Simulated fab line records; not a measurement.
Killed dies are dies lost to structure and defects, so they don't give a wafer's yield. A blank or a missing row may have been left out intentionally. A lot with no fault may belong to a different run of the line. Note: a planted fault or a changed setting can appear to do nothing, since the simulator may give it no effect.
Split-lot trial | flow n5 finfet | 39 wafers read from 7 lots, route of 1938 steps

== THE SPLIT ==
At N5_BEOL_M0_SAQP_HM_DEP_02 (deposits TiN, target thk 12 nm), the setting target thk a was moved away from the recipe's 120 angstrom on 12 of the 39 wafers read, by -40.6% to +51.5%. For the rest of the wafers, this setting stayed at what the recipe calls for.

Reading taken at the split's own step.

== THE READING ==
TiN_of_BEOL_M0_SAQP_HM_DEP_02.thk nm (the simulator's own value, which no gauge read), in nm, at N5_BEOL_M0_SAQP_HM_DEP_02 (deposits TiN, target thk 12 nm). The file does not state a usual value for it. Average 12.1 nm, standard deviation 0.18 nm, over the 27 wafers here run with the recipe.

wafer  | tool, chamber at the split | target thk a as run, angstrom | against the recipe | TiN_of_BEOL_M0_SAQP_HM_DEP_02.thk nm, nm | against lot-mates on the recipe
L079.1 | pvd sputter-01, -          | 167.7                         | +39.8%             | 16.6                                     | +4.7
L079.2 | pvd sputter-01, -          | 167.7                         | +39.8%             | 16.6                                     | +4.7
L079.6 | pvd sputter-01, -          | 167.7                         | +39.8%             | 16.6                                     | +4.7
L079.3 | pvd sputter-01, -          | 120                           | recipe             | 12                                       | -
L079.4 | pvd sputter-01, -          | 120                           | recipe             | 11.8                                     | -
L079.5 | pvd sputter-01, -          | 120                           | recipe             | 11.8                                     | -
L083.1 | pvd sputter-03, -          | 120                           | recipe             | 12                                       | -
L083.3 | pvd sputter-03, -          | 120                           | recipe             | 12                                       | -
L083.2 | pvd sputter-03, -          | 181.8                         | +51.5%             | 18                                       | +6.1
L083.4 | pvd sputter-03, -          | 181.8                         | +51.5%             | 18                                       | +6.1
L083.5 | pvd sputter-03, -          | 181.8                         | +51.5%             | 18.2                                     | +6.3
L083.6 | pvd sputter-03, -          | 120                           | recipe             | 11.8                                     | -
L085.1 | pvd sputter-02, -          | 120                           | recipe             | 12.2                                     | -
L085.2 | pvd sputter-02, -          | 71.26                         | -40.6%             | 7.2                                      | -4.8
L085.4 | pvd sputter-02, -          | 71.26                         | -40.6%             | 7.2                                      | -4.8
L085.3 | pvd sputter-02, -          | 120                           | recipe             | 11.8                                     | -
L085.5 | pvd sputter-02, -          | 71.26                         | -40.6%             | 7.4                                      | -4.6
L085.6 | pvd sputter-02, -          | 120                           | recipe             | 12                                       | -
L089.1 | pvd sputter-01, -          | 120                           | recipe             | 12.2                                     | -
L089.3 | pvd sputter-01, -          | 120                           | recipe             | 12.2                                     | -
L089.4 | pvd sputter-01, -          | 120                           | recipe             | 12.2                                     | -
L089.6 | pvd sputter-01, -          | 120                           | recipe             | 12.2                                     | -
L089.2 | pvd sputter-01, -          | 120                           | recipe             | 12                                       | -
L089.5 | pvd sputter-01, -          | 120                           | recipe             | 11.8                                     | -
L094.1 | pvd sputter-03, -          | 120                           | recipe             | 12.2                                     | -
L094.3 | pvd sputter-03, -          | 120                           | recipe             | 12.2                                     | -
L094.2 | pvd sputter-03, -          | 120                           | recipe             | 12                                       | -
L094.5 | pvd sputter-03, -          | 120                           | recipe             | 12                                       | -
L094.4 | pvd sputter-03, -          | 120                           | recipe             | 12.4                                     | -
L094.6 | pvd sputter-03, -          | 120                           | recipe             | 12.4                                     | -
L095.1 | pvd sputter-01, -          | 120                           | recipe             | 12.2                                     | -
L095.4 | pvd sputter-01, -          | 120                           | recipe             | 12.2                                     | -
L095.2 | pvd sputter-01, -          | 120                           | recipe             | 12                                       | -
L095.3 | pvd sputter-01, -          | 156.1                         | +30.1%             | 15.8                                     | +3.7
L095.5 | pvd sputter-01, -          | 156.1                         | +30.1%             | 15.8                                     | +3.7
L095.6 | pvd sputter-01, -          | 156.1                         | +30.1%             | 15.8                                     | +3.7
L096.1 | pvd sputter-01, -          | 120                           | recipe             | 12                                       | -
L096.5 | pvd sputter-01, -          | 120                           | recipe             | 12                                       | -
L096.6 | pvd sputter-01, -          | 120                           | recipe             | 11.8                                     | -

THE FIT
A straight line over all 39 wafers: TiN_of_BEOL_M0_SAQP_HM_DEP_02.thk nm changes by +0.117 nm for each +1% of target thk a; r = +1.00; the points scatter about the line by 0.17 nm.
The same after taking each lot's own level away (the mean of its wafers on the recipe; 39 wafers): +0.119 nm for each +1%; r = +1.00; scatter 0.13 nm.
On that fit, the largest move of target thk a shifts the reading by 6.1 nm.
From 11.87 to 12.20 nm: that is the span of the lots' own levels, equal to 1.9 times the standard deviation above.
The two slopes are in agreement: the lot-to-lot level therefore moves the slope only a little.
Check: +6.14 nm against its lot-mates is what the line predicts for one of the wafers moved furthest among these (+51.5%) when that wafer is left out of the fit. It came out at +6.07 nm against them.

== FURTHER SPLITS ON THESE WAFERS ==
Note: prior to the reading, these wafers also went through further splits. Each is held against what the fit with the lots' levels taken away leaves over:
other split on the same wafers                    | wafers away from the commonest value | r with TiN_of_BEOL_M0_SAQP_HM_DEP_02.thk nm (lot level and that fit taken away)
N5_PMOS_HMC_CHANNEL_EPI_DEVELOP_08 develop time s | 15                                   | +0.27
N5_FIN_SAQP_SPACER2_ALD_28 target thk a           | 18                                   | -0.04
N5_HKMG_FIN_ETCH_86 target depth a                | 12                                   | +0.09

== THE FILE'S OWN FIT ==
TiN_of_BEOL_M0_SAQP_HM_DEP_02.thk nm changes by +0.119 nm for each +1% of target thk a, r = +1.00.
